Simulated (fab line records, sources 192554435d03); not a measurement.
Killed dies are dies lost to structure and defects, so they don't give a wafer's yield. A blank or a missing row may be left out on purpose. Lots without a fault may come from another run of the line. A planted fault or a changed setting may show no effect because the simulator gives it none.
fab line records | flow n5_finfet
record lots=24 wafers=72 last_day=17
route steps=1938 shown BEOL_M4@1072
lots that met no fault: from a run of the same line without faults
start_h: hours from the record's first day to the start of the lot's first wafer shown | wait_h: hours since the lot's step before | " the same as in the row above | L1.1+2: a row that stands for several wafers | - no value, or no start given | * or withheld: withheld | < > ~ a bound
route shown NAME@n: a module of which the file shows steps, and the number in the route of the first | usual: mean/standard deviation of fault-free wafers | same: alike in all rows | chamber/n: place in a boat | sites: the reading at each site | _std_site: their standard deviation | _edge_site: outer sites' mean less inner sites' | radius_mm: how far each site lies from the wafer's centre | mask NAME#n: copy n | behind: the tool/chamber that last shaped the wafer | hold: why the lot was held/for how many hours/how that ended | device: the transistor (n, p or np) that didn't switch | end of line: the same wafers' tests at the end of the route | a step without rows: its recipe alone | killed: dies lost to structure and defects at the first sort, not the wafer's yield | map: a wafer's dies, x killed, . not, _ none there
set.NAME: the setting as run; set.NAME@STEP: as run at that earlier step | model.NAME: the simulator's own value behind a step, which no gauge read
steps of the route over a sample of lots; a table a step, a row a wafer
services: from which hour (start_h, from the record's first day; less than 0 if before it) a tool's chamber was out of use, for how many hours, and why
## steps
# step N5_BEOL_M4_STRIP_97
# recipe chemistry=N2/H2 time_s=10 power_w=450 temp_c=40 pressure_mtorr=20 rf_frequency_hz=6e+07 bias_power_w=7 n2_flow_sccm=200 h2_flow_sccm=200
# usual chamber_pressure_mTorr=20.001/0.018 drypump_motor_current_A=5.7/0.53 oes_product_au=0.78/0.091 rf_vpp_V=59.3/0.87 showerhead_plenum_p_Torr=2.57/0.077 temp_c=40.00/0.1 throttle_valve_pct=23.61/0.27
# columns lot.wafer tool chamber start_h wait_h chamber_pressure_mTorr drypump_motor_current_A oes_product_au rf_hours_counter_h rf_vpp_V showerhead_plenum_p_Torr temp_c throttle_valve_pct
L074.1 rie_diel-06 0 - - 19.972 4.9 0.86 43 58.9 2.48 40.05 23.57
L074.2 " 1 " " 20.003 5.2 0.75 145 59.4 2.53 40.06 23.20
L074.3 " 2 " " 20.046 6.6 0.70 224 59.3 2.60 40.00 23.42
L075.1 rie_diel-05 0 - - 20.023 6.6 0.68 236 59.4 2.50 40.04 23.72
L075.3 " 2 " " 19.981 5.1 0.70 215 60.7 2.63 40.17 23.76
L075.5 " 1 " " 19.988 5.7 0.79 - 59.5 2.67 39.97 23.81
L076.1 rie_diel-06 3 - - 20.005 5.8 0.74 164 60.1 2.54 40.09 23.74
L076.4 " 1 " " 19.978 5.2 0.74 151 59.2 2.53 40.07 23.22
L076.5 " 0 " " 20.025 4.9 0.86 - 57.9 2.48 39.99 23.56
L077.1 rie_diel-01 2 - - 19.989 6.1 0.73 191 59.5 2.64 40.11 23.97
L077.3 " 1 " " 20.008 5.9 0.95 12 59.2 2.49 39.86 23.58
L077.5 " 2 " " 20.037 6.1 0.74 - 58.7 2.64 39.90 23.96
L078.1 rie_diel-01 2 - - 20.036 6.1 0.74 193 58.2 2.64 40.22 23.96
L078.5 " 0 " " 20.016 5.2 0.84 - 59.7 2.45 40.08 23.27
L078.6 " 1 " " 19.980 6.0 0.93 - 58.5 2.49 40.07 23.59
L079.1 rie_diel-05 0 - - 19.993 6.6 0.67 243 58.5 2.50 39.90 23.77
L079.3 " 3 " " 20.006 5.7 0.85 55 59.4 2.68 39.89 23.26
L079.5 " 2 " " 20.010 5.2 0.68 - 60.7 2.62 39.90 23.78
L080.2 rie_diel-06 2 - - 20.025 6.6 0.69 235 59.5 2.60 40.00 23.42
L080.3 " 3 " " 20.028 5.8 0.74 169 60.4 2.53 40.02 23.76
L080.6 " 3 " " 19.967 5.8 0.73 - 59.2 2.53 40.05 23.77
L081.1 rie_diel-05 3 - - 20.000 5.7 0.85 57 60.2 2.68 39.88 23.26
L081.3 " 1 " " 20.002 5.7 0.78 104 59.1 2.66 39.75 23.84
L081.5 " 3 " " 20.006 5.7 0.85 - 60.0 2.68 39.98 23.26
L082.2 rie_diel-05 2 - - 19.999 5.1 0.68 227 59.2 2.62 39.92 23.78
L082.3 " 3 " " 19.990 5.7 0.84 58 61.0 2.68 39.93 23.25
L082.5 " 0 " " 19.994 6.6 0.67 - 59.9 2.49 39.92 23.78
L083.2 rie_diel-05 1 - - 20.022 5.8 0.77 111 58.7 2.66 40.06 23.85
L083.3 " 3 " " 19.967 5.7 0.84 64 58.8 2.68 39.97 23.28
L083.6 " 1 " " 20.000 5.7 0.76 - 60.5 2.66 40.08 23.86
L084.1 rie_diel-05 2 - - 19.987 5.1 0.68 241 59.3 2.62 40.13 23.80
L084.5 " 3 " " 19.968 5.7 0.84 - 58.4 2.67 39.96 23.28
L084.6 " 1 " " 19.986 5.7 0.76 - 60.1 2.66 40.02 23.86
L086.1 rie_diel-06 2 - - 20.023 6.6 0.68 246 59.2 2.59 40.19 23.44
L086.3 " 3 " " 20.002 5.8 0.72 179 58.6 2.53 40.02 23.78
L086.4 " 0 " " 20.017 4.9 0.84 65 57.4 2.47 39.76 23.60
L085.2 rie_diel-06 2 - - 20.014 6.6 0.68 248 58.6 2.59 39.94 23.45
L085.3 " 3 " " 19.977 5.8 0.72 181 58.6 2.53 40.06 23.73
L085.4 " 1 " " 19.978 5.2 0.73 169 59.6 2.52 40.12 23.25
L088.2 rie_diel-05 2 - - 20.013 5.1 0.67 244 58.6 2.61 39.97 23.80
L088.3 " 0 " " 19.999 6.6 1.00 2 59.2 2.49 39.97 23.52
L088.5 " 3 " " 20.024 5.7 0.82 - 59.4 2.67 39.87 23.27
L087.2 rie_diel-05 2 - - 20.011 5.1 0.68 245 58.9 2.61 40.13 23.81
L087.3 " 1 " " 20.007 5.8 0.76 124 59.9 2.66 39.99 23.88
L087.5 " 1 " " 19.996 5.8 0.76 - 59.9 2.66 39.92 23.88
L089.1 rie_diel-01 2 - - 20.054 6.1 0.71 218 62.0 2.63 39.99 24.01
L089.2 " 3 " " 20.013 5.3 0.70 235 58.5 2.59 39.98 24.03
L089.3 " 1 " " 20.001 5.9 0.89 37 60.2 2.48 40.02 23.62
L090.1 rie_diel-06 1 - - 20.014 5.2 0.73 180 59.4 2.52 40.07 23.27
L090.5 " 2 " " 20.008 6.6 0.99 - 58.7 2.59 39.84 23.20
L090.6 " 3 " " 19.978 5.8 0.71 - 58.0 2.52 40.16 23.78
L092.1 rie_diel-06 2 - - 20.010 6.6 0.98 2 60.3 2.59 39.97 23.21
L092.2 " 1 " " 20.007 5.2 0.73 181 58.5 2.52 39.98 23.27
L092.4 " 0 " " 20.019 4.9 0.82 78 58.8 2.47 39.87 23.60
L091.1 rie_diel-06 3 - - 20.002 5.8 0.71 194 58.3 2.52 39.85 23.78
L091.3 " 1 " " 19.980 5.2 0.72 182 58.6 2.52 40.08 23.26
L091.6 " 2 " " 20.009 6.6 0.98 - 59.2 2.59 40.06 23.21
L094.2 rie_diel-01 1 - - 20.012 5.9 0.88 42 58.8 2.48 40.16 23.64
L094.5 " 0 " " 19.988 5.2 0.79 - 58.6 2.44 39.98 23.31
L094.6 " 3 " " 19.967 5.3 0.70 - 59.7 2.59 40.06 24.04
L093.3 rie_diel-05 3 - - 19.968 5.7 0.81 90 58.5 2.66 40.16 23.31
L093.5 " 3 " " 20.004 5.7 0.80 - 59.7 2.66 40.23 23.32
L093.6 " 0 " " 19.981 6.6 0.94 - 58.4 2.49 39.94 23.53
L096.4 rie_diel-01 2 - - 20.004 6.1 0.71 229 58.0 2.62 39.94 24.01
L096.5 " 3 " " 19.973 5.2 0.69 - 58.2 2.59 40.15 24.02
L096.6 " 2 " " 20.004 6.1 0.70 - 58.8 2.62 39.84 24.01
L095.1 rie_diel-05 2 - - 19.993 5.1 1.01 4 60.6 2.61 39.95 23.62
L095.2 " 0 " " 20.027 6.6 0.94 23 59.9 2.48 39.99 23.55
L095.4 " 3 " " 19.995 5.7 0.79 96 60.1 2.66 40.01 23.30
L097.1 rie_diel-01 3 - - 19.994 5.3 0.68 248 59.1 2.59 40.00 24.04
L097.2 " 0 " " 20.000 5.2 0.78 103 58.1 2.43 40.10 23.31
L097.6 " 0 " " 19.971 5.1 0.78 - 58.9 2.43 40.04 23.30
# step N5_BEOL_M4_PRE_CLEAN_45
# recipe gas=H2/He time_s=30 temp_c=250
# usual heater_power_w=341/27 susceptor_temp_C=249.98/0.18
# columns lot.wafer tool chamber start_h wait_h heater_power_w susceptor_temp_C
L074.1 pvd_sputter-03 - 165.77 0.0 352 250.15
L074.2 " - " " 321 249.83
L074.3 " - " " 353 249.98
L075.1 pvd_sputter-02 - 172.22 0.0 357 250.41
L075.3 " - " " 349 249.87
L075.5 " - " " 348 250.06
L076.1 pvd_sputter-03 - 188.53 0.0 315 250.10
L076.4 " - " " 350 250.08
L076.5 " - " " 341 250.01
L077.1 pvd_sputter-03 - 188.69 0.0 309 249.92
L077.3 " - " " 282 249.81
L077.5 " - " " 310 250.19
L078.1 pvd_sputter-02 - 194.66 0.0 356 250.27
L078.5 " - " " 366 249.66
L078.6 " - " " 351 250.15
L079.1 pvd_sputter-02 - 195.08 0.0 357 249.78
L079.3 " - " " 343 250.13
L079.5 " - " " 344 249.79
L080.2 pvd_sputter-03 - 202.38 0.0 338 250.11
L080.3 " - " " 339 249.70
L080.6 " - " " 278 249.92
L081.1 pvd_sputter-03 - 202.62 0.0 280 249.81
L081.3 " - " " 347 250.32
L081.5 " - " " 346 249.86
L082.2 pvd_sputter-01 - 207.14 0.0 366 250.13
L082.3 " - " " 317 249.88
L082.5 " - " " 371 250.24
L083.2 pvd_sputter-01 - 220.77 0.0 300 249.91
L083.3 " - " " 371 250.23
L083.6 " - " " 375 249.83
L084.1 pvd_sputter-03 - 236.88 0.0 349 249.81
L084.5 " - " " 277 249.82
L084.6 " - " " 314 250.02
L086.1 pvd_sputter-01 - 236.88 0.0 373 250.06
L086.3 " - " " 320 250.10
L086.4 " - " " 288 249.83
L085.2 pvd_sputter-02 - 241.37 0.0 356 250.07
L085.3 " - " " 335 249.96
L085.4 " - " " 348 250.25
L088.2 pvd_sputter-02 - 244.47 0.0 364 250.23
L088.3 " - " " 349 250.05
L088.5 " - " " 344 250.16
L087.2 pvd_sputter-02 - 247.93 0.0 342 250.31
L087.3 " - " " 351 250.27
L087.5 " - " " 343 249.98
L089.1 pvd_sputter-03 - 265.17 0.0 288 249.97
L089.2 " - " " 338 250.13
L089.3 " - " " 310 250.12
L090.1 pvd_sputter-01 - 265.55 0.0 376 249.97
L090.5 " - " " 317 250.08
L090.6 " - " " 379 250.15
L092.1 pvd_sputter-02 - 269.54 0.0 347 250.00
L092.2 " - " " 351 249.64
L092.4 " - " " 360 250.11
L091.1 pvd_sputter-02 - 272.24 0.0 349 249.68
L091.3 " - " " 353 249.97
L091.6 " - " " 351 249.90
L094.2 pvd_sputter-02 - 281.79 0.0 349 249.95
L094.5 " - " " 340 250.12
L094.6 " - " " 350 249.84
L093.3 pvd_sputter-01 - 285.14 0.0 318 250.14
L093.5 " - " " 379 249.97
L093.6 " - " " 319 249.91
L096.4 pvd_sputter-02 - 298.23 0.0 348 249.84
L096.5 " - " " 343 250.22
L096.6 " - " " 355 250.10
L095.1 pvd_sputter-01 - 298.86 0.0 329 249.73
L095.2 " - " " 376 249.71
L095.4 " - " " 376 249.90
L097.1 pvd_sputter-01 - 302.24 0.0 388 249.85
L097.2 " - " " 324 250.14
L097.6 " - " " 374 249.88
# step N5_BEOL_M4_SPUTTER_81
# recipe material=Cu target_thk_a=45 temp_c=-20 chamber_pressure_pa=0.07 power_w=withheld time_s=8.29
# usual chuck_sensor_temp_C=-16.0/0.32 susceptor_temp_C=-19.99/0.11 throttle_valve_pct=29.7/1.3
# columns lot.wafer tool chamber start_h wait_h chuck_sensor_temp_C susceptor_temp_C throttle_valve_pct
L074.1 pvd_sputter-03 - 166.97 0.1 -16.0 -19.96 28.2
L074.2 " - " " -15.6 -19.97 28.8
L074.3 " - " " -15.8 -20.24 30.7
L075.1 pvd_sputter-03 - 174.99 0.1 -16.0 -20.01 28.6
L075.3 " - " " -15.6 -19.97 30.8
L075.5 " - " " -16.1 -20.27 28.7
L076.1 pvd_sputter-01 - 189.51 0.1 -16.1 -19.98 29.1
L076.4 " - " " -16.5 -19.96 27.9
L076.5 " - " " -16.0 -20.01 29.1
L077.1 pvd_sputter-03 - 189.68 0.1 -16.2 -20.15 28.4
L077.3 " - " " -16.3 -19.95 28.8
L077.5 " - " " -16.4 -20.05 28.8
L078.1 pvd_sputter-02 - 195.69 0.1 -16.0 -20.02 30.9
L078.5 " - " " -16.5 -19.92 30.8
L078.6 " - " " -15.9 -19.99 30.9
L079.1 pvd_sputter-03 - 196.10 0.1 -16.2 -20.14 28.1
L079.3 " - " " -15.8 -20.00 30.8
L079.5 " - " " -16.2 -20.06 28.2
L080.2 pvd_sputter-03 - 205.04 0.1 -15.9 -20.08 31.0
L080.3 " - " " -15.6 -20.08 28.8
L080.6 " - " " -16.4 -20.07 28.6
L081.1 pvd_sputter-01 - 205.36 0.1 -15.7 -20.16 31.6
L081.3 " - " " -16.2 -19.90 30.7
L081.5 " - " " -16.2 -20.06 30.4
L082.2 pvd_sputter-03 - 208.50 0.1 -16.0 -20.12 30.9
L082.3 " - " " -16.1 -19.89 28.5
L082.5 " - " " -15.5 -20.02 28.4
L083.2 pvd_sputter-01 - 222.11 0.1 -16.1 -20.16 30.6
L083.3 " - " " -16.2 -19.98 29.1
L083.6 " - " " -16.2 -19.95 30.3
L084.1 pvd_sputter-01 - 237.83 0.1 -16.2 -19.98 29.0
L084.5 " - " " -16.1 -19.81 29.0
L084.6 " - " " -16.5 -20.05 27.6
L086.1 pvd_sputter-02 - 237.87 0.1 -16.0 -19.96 31.0
L086.3 " - " " -16.4 -19.82 31.0
L086.4 " - " " -16.0 -19.95 31.0
L085.2 pvd_sputter-03 - 242.50 0.1 -15.8 -19.92 31.1
L085.3 " - " " -15.4 -19.93 28.7
L085.4 " - " " -16.4 -20.09 28.4
L088.2 pvd_sputter-01 - 246.98 0.1 -16.0 -19.93 29.2
L088.3 " - " " -16.2 -19.87 30.3
L088.5 " - " " -16.0 -19.91 29.1
L087.2 pvd_sputter-02 - 249.23 0.1 -15.9 -19.98 30.9
L087.3 " - " " -16.1 -20.06 31.0
L087.5 " - " " -16.0 -20.01 31.1
L089.1 pvd_sputter-01 - 266.20 0.1 -15.5 -19.89 31.6
L089.2 " - " " -16.5 -20.08 27.9
L089.3 " - " " -16.1 -19.64 29.2
L090.1 pvd_sputter-03 - 266.84 0.1 -16.1 -20.08 28.5
L090.5 " - " " -16.2 -19.99 28.4
L090.6 " - " " -15.6 -19.85 30.9
L092.1 pvd_sputter-01 - 271.08 0.1 -16.1 -20.03 30.5
L092.2 " - " " -16.6 -20.11 27.7
L092.4 " - " " -16.1 -19.94 29.0
L091.1 pvd_sputter-01 - 273.21 0.1 -15.6 -20.09 31.8
L091.3 " - " " -16.0 -19.87 30.2
L091.6 " - " " -15.6 -20.11 31.7
L094.2 pvd_sputter-01 - 282.84 0.1 -16.0 -19.93 29.1
L094.5 " - " " -16.1 -20.09 29.1
L094.6 " - " " -15.7 -19.99 31.9
L093.3 pvd_sputter-01 - 286.70 0.1 -15.6 -19.83 31.5
L093.5 " - " " -16.1 -20.11 30.4
L093.6 " - " " -15.6 -19.95 31.7
L096.4 pvd_sputter-01 - 299.50 0.1 -15.9 -20.07 30.6
L096.5 " - " " -16.3 -19.89 29.1
L096.6 " - " " -15.6 -19.84 31.6
L095.1 pvd_sputter-03 - 299.99 0.1 -16.1 -19.98 28.3
L095.2 " - " " -15.6 -20.06 28.5
L095.4 " - " " -15.8 -19.98 30.7
L097.1 pvd_sputter-02 - 303.71 0.1 -16.0 -20.05 31.0
L097.2 " - " " -16.0 -19.95 31.0
L097.6 " - " " -16.0 -20.10 30.9
# step N5_BEOL_M4_ANNEAL_82
# recipe temp_c=400 time_s=240 ambient=vacuum
# usual heater_power_w=845/77 susceptor_temp_C=399.99/0.23
# columns lot.wafer tool chamber start_h wait_h heater_power_w susceptor_temp_C
L074.1 pvd_sputter-03 - 167.05 0.0 828 400.28
L074.2 " - " " 802 400.00
L074.3 " - " " 882 399.88
L075.1 pvd_sputter-03 - 175.07 0.0 713 399.66
L075.3 " - " " 896 399.70
L075.5 " - " " 716 399.76
L076.1 pvd_sputter-01 - 189.59 0.0 933 399.98
L076.4 " - " " 941 399.70
L076.5 " - " " 947 399.57
L077.1 pvd_sputter-03 - 189.76 0.0 869 400.18
L077.3 " - " " 702 399.95
L077.5 " - " " 707 400.33
L078.1 pvd_sputter-02 - 195.77 0.0 848 400.17
L078.5 " - " " 841 399.70
L078.6 " - " " 903 399.87
L079.1 pvd_sputter-03 - 196.18 0.0 843 400.03
L079.3 " - " " 881 399.89
L079.5 " - " " 847 400.36
L080.2 pvd_sputter-03 - 205.12 0.0 876 400.07
L080.3 " - " " 771 399.38
L080.6 " - " " 705 400.03
L081.1 pvd_sputter-01 - 205.44 0.0 796 399.95
L081.3 " - " " 722 400.13
L081.5 " - " " 719 399.91
L082.2 pvd_sputter-03 - 208.58 0.0 880 400.06
L082.3 " - " " 715 400.06
L082.5 " - " " 791 400.05
L083.2 pvd_sputter-01 - 222.19 0.0 727 400.00
L083.3 " - " " 956 399.84
L083.6 " - " " 726 399.96
L084.1 pvd_sputter-01 - 237.91 0.0 940 399.93
L084.5 " - " " 945 399.89
L084.6 " - " " 954 400.02
L086.1 pvd_sputter-02 - 237.95 0.0 864 399.93
L086.3 " - " " 823 400.20
L086.4 " - " " 888 399.68
L085.2 pvd_sputter-03 - 242.58 0.0 873 400.06
L085.3 " - " " 780 400.00
L085.4 " - " " 852 400.20
L088.2 pvd_sputter-01 - 247.06 0.0 970 399.60
L088.3 " - " " 742 399.53
L088.5 " - " " 943 399.99
L087.2 pvd_sputter-02 - 249.31 0.0 859 400.14
L087.3 " - " " 849 399.74
L087.5 " - " " 897 399.98
L089.1 pvd_sputter-01 - 266.28 0.0 801 399.89
L089.2 " - " " 935 400.33
L089.3 " - " " 942 400.39
L090.1 pvd_sputter-03 - 266.92 0.0 700 400.38
L090.5 " - " " 852 399.75
L090.6 " - " " 898 400.09
L092.1 pvd_sputter-01 - 271.16 0.0 756 400.03
L092.2 " - " " 937 399.84
L092.4 " - " " 928 399.93
L091.1 pvd_sputter-01 - 273.29 0.0 805 400.17
L091.3 " - " " 733 399.93
L091.6 " - " " 792 400.02
L094.2 pvd_sputter-01 - 282.92 0.0 929 400.22
L094.5 " - " " 947 400.02
L094.6 " - " " 799 399.62
L093.3 pvd_sputter-01 - 286.78 0.0 814 399.81
L093.5 " - " " 732 400.32
L093.6 " - " " 811 400.24
L096.4 pvd_sputter-01 - 299.58 0.0 731 399.98
L096.5 " - " " 969 399.55
L096.6 " - " " 796 400.04
L095.1 pvd_sputter-03 - 300.07 0.0 867 399.60
L095.2 " - " " 784 399.71
L095.4 " - " " 863 400.21
L097.1 pvd_sputter-02 - 303.79 0.0 882 399.96
L097.2 " - " " 844 400.27
L097.6 " - " " 872 399.85
# step N5_BEOL_M4_ANNEAL_87
# recipe temp_c=400 time_s=240 ambient=vacuum
# usual heater_power_w=845/80 susceptor_temp_C=399.97/0.22
# columns lot.wafer tool chamber start_h wait_h heater_power_w susceptor_temp_C
L074.1 pvd_sputter-03 - 167.27 0.0 872 400.11
L074.2 " - " " 784 399.93
L074.3 " - " " 878 400.02
L075.1 pvd_sputter-03 - 175.29 0.0 695 399.72
L075.3 " - " " 864 400.00
L075.5 " - " " 722 399.81
L076.1 pvd_sputter-01 - 189.81 0.0 955 399.99
L076.4 " - " " 940 399.74
L076.5 " - " " 956 399.53
L077.1 pvd_sputter-03 - 189.98 0.0 856 399.99
L077.3 " - " " 702 399.78
L077.5 " - " " 712 400.19
L078.1 pvd_sputter-02 - 195.99 0.0 881 400.05
L078.5 " - " " 836 399.63
L078.6 " - " " 931 399.81
L079.1 pvd_sputter-03 - 196.40 0.0 848 399.70
L079.3 " - " " 850 399.97
L079.5 " - " " 873 399.54
L080.2 pvd_sputter-03 - 205.34 0.0 880 400.42
L080.3 " - " " 786 399.88
L080.6 " - " " 699 399.63
L081.1 pvd_sputter-01 - 205.66 0.0 802 400.10
L081.3 " - " " 719 399.44
L081.5 " - " " 726 399.66
L082.2 pvd_sputter-03 - 208.80 0.0 879 400.20
L082.3 " - " " 725 400.04
L082.5 " - " " 767 400.03
L083.2 pvd_sputter-01 - 222.41 0.0 735 400.00
L083.3 " - " " 953 399.66
L083.6 " - " " 747 400.03
L084.1 pvd_sputter-01 - 238.13 0.0 966 400.05
L084.5 " - " " 938 399.92
L084.6 " - " " 904 400.13
L086.1 pvd_sputter-02 - 238.17 0.0 891 399.90
L086.3 " - " " 831 399.80
L086.4 " - " " 901 399.82
L085.2 pvd_sputter-03 - 242.80 0.0 868 400.34
L085.3 " - " " 766 399.96
L085.4 " - " " 849 400.06
L088.2 pvd_sputter-01 - 247.28 0.0 958 399.62
L088.3 " - " " 735 399.84
L088.5 " - " " 948 400.31
L087.2 pvd_sputter-02 - 249.53 0.0 897 400.13
L087.3 " - " " 877 399.98
L087.5 " - " " 923 399.86
L089.1 pvd_sputter-01 - 266.50 0.0 797 399.96
L089.2 " - " " 923 399.71
L089.3 " - " " 964 400.06
L090.1 pvd_sputter-03 - 267.14 0.0 707 400.05
L090.5 " - " " 858 399.75
L090.6 " - " " 880 400.05
L092.1 pvd_sputter-01 - 271.38 0.0 728 400.13
L092.2 " - " " 927 399.94
L092.4 " - " " 939 400.12
L091.1 pvd_sputter-01 - 273.51 0.0 811 399.73
L091.3 " - " " 730 400.07
L091.6 " - " " 798 400.17
L094.2 pvd_sputter-01 - 283.14 0.0 925 400.14
L094.5 " - " " 934 399.82
L094.6 " - " " 824 399.89
L093.3 pvd_sputter-01 - 287.00 0.0 790 399.83
L093.5 " - " " 731 399.68
L093.6 " - " " 804 399.78
L096.4 pvd_sputter-01 - 299.80 0.0 715 399.78
L096.5 " - " " 950 399.90
L096.6 " - " " 798 400.07
L095.1 pvd_sputter-03 - 300.29 0.0 861 399.63
L095.2 " - " " 804 400.33
L095.4 " - " " 870 399.89
L097.1 pvd_sputter-02 - 304.01 0.0 871 400.12
L097.2 " - " " 870 399.94
L097.6 " - " " 853 400.13
# step N5_BEOL_M4_ANNEAL_95
# recipe temp_c=400 time_s=240 ambient=vacuum
# usual heater_power_w=843/79 susceptor_temp_C=400.01/0.23
# columns lot.wafer tool chamber start_h wait_h heater_power_w susceptor_temp_C
L074.1 pvd_sputter-03 - 168.15 0.0 855 400.42
L074.2 " - " " 786 400.05
L074.3 " - " " 875 399.77
L075.1 pvd_sputter-03 - 176.17 0.0 707 399.57
L075.3 " - " " 884 400.28
L075.5 " - " " 693 399.48
L076.1 pvd_sputter-01 - 190.69 0.0 953 399.72
L076.4 " - " " 925 399.98
L076.5 " - " " 945 400.03
L077.1 pvd_sputter-03 - 190.86 0.0 873 400.07
L077.3 " - " " 691 399.94
L077.5 " - " " 706 400.00
L078.1 pvd_sputter-02 - 196.87 0.0 867 399.64
L078.5 " - " " 849 399.99
L078.6 " - " " 917 400.08
L079.1 pvd_sputter-03 - 197.28 0.0 873 400.05
L079.3 " - " " 870 400.25
L079.5 " - " " 855 400.04
L080.2 pvd_sputter-03 - 206.22 0.0 861 399.80
L080.3 " - " " 775 399.84
L080.6 " - " " 711 400.52
L081.1 pvd_sputter-01 - 206.54 0.0 786 399.80
L081.3 " - " " 730 400.23
L081.5 " - " " 749 400.37
L082.2 pvd_sputter-03 - 209.68 0.0 910 399.91
L082.3 " - " " 703 399.94
L082.5 " - " " 800 399.84
L083.2 pvd_sputter-01 - 223.29 0.0 720 400.46
L083.3 " - " " 903 399.81
L083.6 " - " " 734 400.05
L084.1 pvd_sputter-01 - 239.01 0.0 921 399.78
L084.5 " - " " 933 399.59
L084.6 " - " " 932 400.12
L086.1 pvd_sputter-02 - 239.05 0.0 856 399.71
L086.3 " - " " 841 400.17
L086.4 " - " " 901 400.03
L085.2 pvd_sputter-03 - 243.68 0.0 854 400.01
L085.3 " - " " 789 399.95
L085.4 " - " " 874 400.16
L088.2 pvd_sputter-01 - 248.16 0.0 925 400.08
L088.3 " - " " 748 400.18
L088.5 " - " " 947 399.87
L087.2 pvd_sputter-02 - 250.41 0.0 889 400.40
L087.3 " - " " 858 399.68
L087.5 " - " " 930 400.16
L089.1 pvd_sputter-01 - 267.38 0.0 804 400.05
L089.2 " - " " 898 400.19
L089.3 " - " " 967 399.62
L090.1 pvd_sputter-03 - 268.02 0.0 692 399.87
L090.5 " - " " 845 399.91
L090.6 " - " " 879 400.27
L092.1 pvd_sputter-01 - 272.26 0.0 724 400.11
L092.2 " - " " 937 399.95
L092.4 " - " " 952 400.15
L091.1 pvd_sputter-01 - 274.39 0.0 768 400.29
L091.3 " - " " 736 399.88
L091.6 " - " " 790 400.01
L094.2 pvd_sputter-01 - 284.02 0.0 953 399.93
L094.5 " - " " 957 400.25
L094.6 " - " " 807 400.02
L093.3 pvd_sputter-01 - 287.88 0.0 792 399.91
L093.5 " - " " 734 400.09
L093.6 " - " " 789 399.79
L096.4 pvd_sputter-01 - 300.68 0.0 738 400.10
L096.5 " - " " 947 400.34
L096.6 " - " " 821 400.01
L095.1 pvd_sputter-03 - 301.17 0.0 866 400.15
L095.2 " - " " 787 399.61
L095.4 " - " " 870 400.16
L097.1 pvd_sputter-02 - 304.89 0.0 887 399.75
L097.2 " - " " 849 400.01
L097.6 " - " " 869 399.53
## services
# columns tool chamber start_h hours kind
pvd_sputter-01 - 143.08 4.3 repair
rie_diel-01 1 194.65 3.8 repair
rie_diel-05 1 208.51 1.2 repair
rie_diel-05 0 212.49 - clean
rie_diel-05 0 212.49 - consumable_replace:focus_ring
rie_diel-05 0 212.49 26.6 scheduled_down
rie_diel-05 0 212.49 26.6 vent_cycle
rie_diel-06 - 229.49 2.8 pm
rie_diel-06 2 245.69 - clean
rie_diel-06 2 245.69 - consumable_replace:focus_ring
rie_diel-06 2 245.69 18.1 scheduled_down
rie_diel-06 2 245.69 18.1 vent_cycle
rie_diel-05 1 251.98 3.1 repair
rie_diel-05 2 263.06 - clean
rie_diel-05 2 263.06 - consumable_replace:focus_ring
rie_diel-05 2 263.06 23.8 scheduled_down
rie_diel-05 2 263.06 23.8 vent_cycle
pvd_sputter-03 - 279.46 4.2 repair
rie_diel-01 2 285.88 1.5 repair
rie_diel-01 0 288.34 2.1 repair
## key
fault none
